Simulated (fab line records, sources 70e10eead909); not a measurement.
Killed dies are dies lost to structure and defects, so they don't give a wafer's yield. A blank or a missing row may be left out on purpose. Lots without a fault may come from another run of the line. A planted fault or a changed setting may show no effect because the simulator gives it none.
Which tool did it? | flow nand_harc | 14 lots, 42 wafers sampled, at 5 steps of a route of 1302

WHAT THE GAUGES READ, wafer by wafer
NHARC_A_ONON_D1_THK_MEAS_02: measures by ellipsometry.
lot  | measured     | on            | thk_nm (nm)
L146 | day 7 23:17  | film_metro-01 | 997 998 997
L147 | day 8 12:19  | film_metro-01 | 1008 1008 1010
L148 | day 9 03:01  | film_metro-02 | 1004 1004 1004
L149 | day 9 09:52  | film_metro-01 | 1002 1000 1002
L151 | day 10 07:21 | film_metro-01 | 1005 1006 1005
L153 | day 11 03:46 | film_metro-01 | 992 988 991
L154 | day 11 15:21 | film_metro-02 | 991 993 990
L155 | day 12 09:23 | film_metro-01 | 1004 1003 1003
L162 | day 14 12:32 | film_metro-01 | 1010 1011 1010
L164 | day 15 12:15 | film_metro-01 | 1000 1000 1001
L165 | day 16 01:00 | film_metro-01 | 1020 1021 1022
L166 | day 16 17:05 | film_metro-01 | 996 995 994
L168 | day 17 02:55 | film_metro-01 | 992 993 995
L167 | day 17 02:55 | film_metro-01 | 999 998 998

NHARC_A_CHANNEL_HOLE_D1_OVL_MEAS_11.
lot  | measured     | on         | overlay_x_nm (nm) | overlay_y_nm (nm)
L146 | day 8 15:55  | overlay-01 | -0.5 -0.4 -0.3    | 0.4 0.5 0.2
L147 | day 9 04:57  | overlay-01 | 0.4 0.4 0.2       | 1.5 1.2 1.7
L148 | day 9 19:30  | overlay-02 | 0.5 0.3 0.0       | 1.1 0.9 0.9
L149 | day 10 02:21 | overlay-02 | -0.8 -0.8 -0.4    | 0.4 0.0 0.3
L151 | day 11 00:04 | overlay-01 | 0.0 0.0 -0.1      | -1.9 -1.4 -1.8
L153 | day 11 22:37 | overlay-01 | 0.5 0.2 0.5       | -0.5 -0.8 -0.2
L154 | day 12 06:58 | overlay-01 | -0.9 -0.4 -1.0    | -0.5 -0.7 -0.2
L155 | day 13 02:05 | overlay-01 | 0.4 1.0 0.8       | 0.8 0.8 0.6
L162 | day 15 04:23 | overlay-02 | -0.7 -1.5 -0.8    | -0.9 -0.9 -1.2
L164 | day 16 04:50 | overlay-02 | -0.6 -1.0 -1.3    | 0.3 0.8 0.7
L165 | day 16 19:31 | overlay-01 | -1.0 -0.8 -0.8    | 0.7 0.5 1.1
L166 | day 17 13:35 | overlay-01 | -0.6 -0.2 0.0     | -0.9 -0.7 -0.7
L168 | day 17 21:26 | overlay-02 | 0.9 1.3 1.3       | -1.2 -1.5 -1.0
L167 | day 17 19:31 | overlay-02 | 0.8 1.1 1.2       | 0.2 -0.3 0.3

NHARC_A_CHANNEL_HOLE_D1_CD_MEAS_18.
lot  | measured     | on        | cd_nm (nm)
L146 | day 8 18:16  | cd_sem-03 | 99 101 95
L147 | day 9 06:10  | cd_sem-03 | 100 93 99
L148 | day 9 20:43  | cd_sem-03 | 100 102 98
L149 | day 10 03:34 | cd_sem-01 | 97 99 102
L151 | day 11 01:16 | cd_sem-03 | 97 102 93
L153 | day 11 23:50 | cd_sem-02 | 96 101 102
L154 | day 12 08:11 | cd_sem-03 | 103 97 102
L155 | day 13 03:22 | cd_sem-01 | 100 103 100
L162 | day 15 05:35 | cd_sem-03 | 100 99 94
L164 | day 16 06:09 | cd_sem-03 | 102 105 98
L165 | day 16 20:44 | cd_sem-03 | 100 101 100
L166 | day 17 14:56 | cd_sem-01 | 101 100 101
L168 | day 17 22:38 | cd_sem-02 | 94 93 97
L167 | day 17 20:44 | cd_sem-02 | 98 100 97

NHARC_END_SORT_01.
lot  | measured     | on        | killed_at_array | killed_at_other | killed_at_periphery | killed_dies | killed_open | killed_short
L153 | day 27 10:31 | prober-02 | 62 61 58        | 0 0 1           | 3 3 4               | 65 64 63    | 3 2 6       | 2 1 2
L155 | day 29 02:28 | prober-01 | 78 65 84        | 1 0 1           | 2 4 9               | 81 69 94    | 2 4 10      | 3 2 1
L162 | day 31 18:07 | prober-01 | 62 71 60        | 0 0 0           | 5 3 1               | 67 74 61    | 1 4 4       | 1 0 3

WHICH TOOL RAN EACH LOT (tool, then ch and the chambers of the sampled wafers, then the start)
lot  | NHARC_A_CHANNEL_HOLE_D1_SOFTBAKE_05
L146 | litho_track-01 ch 0, day 8 15:00
L147 | litho_track-04 ch 0, day 9 04:00
L148 | litho_track-04 ch 0, day 9 19:00
L149 | litho_track-01 ch 0, day 10 01:00
L151 | litho_track-01 ch 0, day 10 23:00
L153 | litho_track-01 ch 0, day 11 22:00
L154 | litho_track-06 ch 0, day 12 06:00
L155 | litho_track-01 ch 0, day 13 01:00
L162 | litho_track-06 ch 0, day 15 03:00
L164 | litho_track-04 ch 0, day 16 04:00
L165 | litho_track-01 ch 0, day 16 19:00
L166 | litho_track-06 ch 0, day 17 13:00
L168 | litho_track-06 ch 0, day 17 21:00
L167 | litho_track-06 ch 0, day 17 19:00
- NHARC_A_CHANNEL_HOLE_D1_SOFTBAKE_05: time 55 s.

WHAT THE TOOLS THEMSELVES READ (means of the sampled wafers that have a number; where no wafer has one, the mark that the record gives instead)
NHARC_A_CHANNEL_HOLE_D1_SOFTBAKE_05.
lot  | tool           | heater_power_total_W (W) | plate_temp_C (C) | resist_line_temp_C (C)
L146 | litho_track-01 | 188.54                   | 104.98           | 23.00
L147 | litho_track-04 | 188.49                   | 105.11           | 23.04
L148 | litho_track-04 | 188.48                   | 105.04           | 23.06
L149 | litho_track-01 | 188.46                   | 104.88           | 23.06
L151 | litho_track-01 | 188.46                   | 105.16           | 22.96
L153 | litho_track-01 | 175.75                   | 99.70            | 23.01
L154 | litho_track-06 | 188.54                   | 104.94           | 23.10
L155 | litho_track-01 | 175.57                   | 99.56            | 22.91
L162 | litho_track-06 | 188.44                   | 105.12           | 22.99
L164 | litho_track-04 | 188.53                   | 104.97           | 23.02
L165 | litho_track-01 | 188.43                   | 104.86           | 23.09
L166 | litho_track-06 | 188.37                   | 104.98           | 23.16
L168 | litho_track-06 | 188.56                   | 105.05           | 23.13
L167 | litho_track-06 | 188.61                   | 104.93           | 23.08

THE ANSWER, worked out from the rows above alone
Rule: what is usual is taken from the lots themselves. Put in order of their means at a reading, lots are off if they are a third of the lots or fewer, leave a main group of 4 or more, and stand apart from it by a gap of 3 or more times the standard deviation of the main group's means; of several such gaps the widest counts. A main group whose means are all the same, to the digits that the tables above print for the reading, isn't used. A lot without any number at a reading at which 4 lots or more have one is off too. The other lots that the step has rows for count as sound. The gauges are gone through in route order, then the tools' own readings, and for those a lot's mean is taken as printed above. The first step at which some lot is off is used, and at that step the reading that is off furthest; a lot without a number counts as furthest.
Off: L153, L155, at NHARC_A_CHANNEL_HOLE_D1_SOFTBAKE_05 (heater_power_total_W). The main group: mean 188.49 W, standard deviation 0.063.
A tool fits if, at that step or a process step before it, it ran every lot that is off, and no sound lot after the first of them. None of those tried fits.

WHAT THE SIMULATOR HAD PUT IN
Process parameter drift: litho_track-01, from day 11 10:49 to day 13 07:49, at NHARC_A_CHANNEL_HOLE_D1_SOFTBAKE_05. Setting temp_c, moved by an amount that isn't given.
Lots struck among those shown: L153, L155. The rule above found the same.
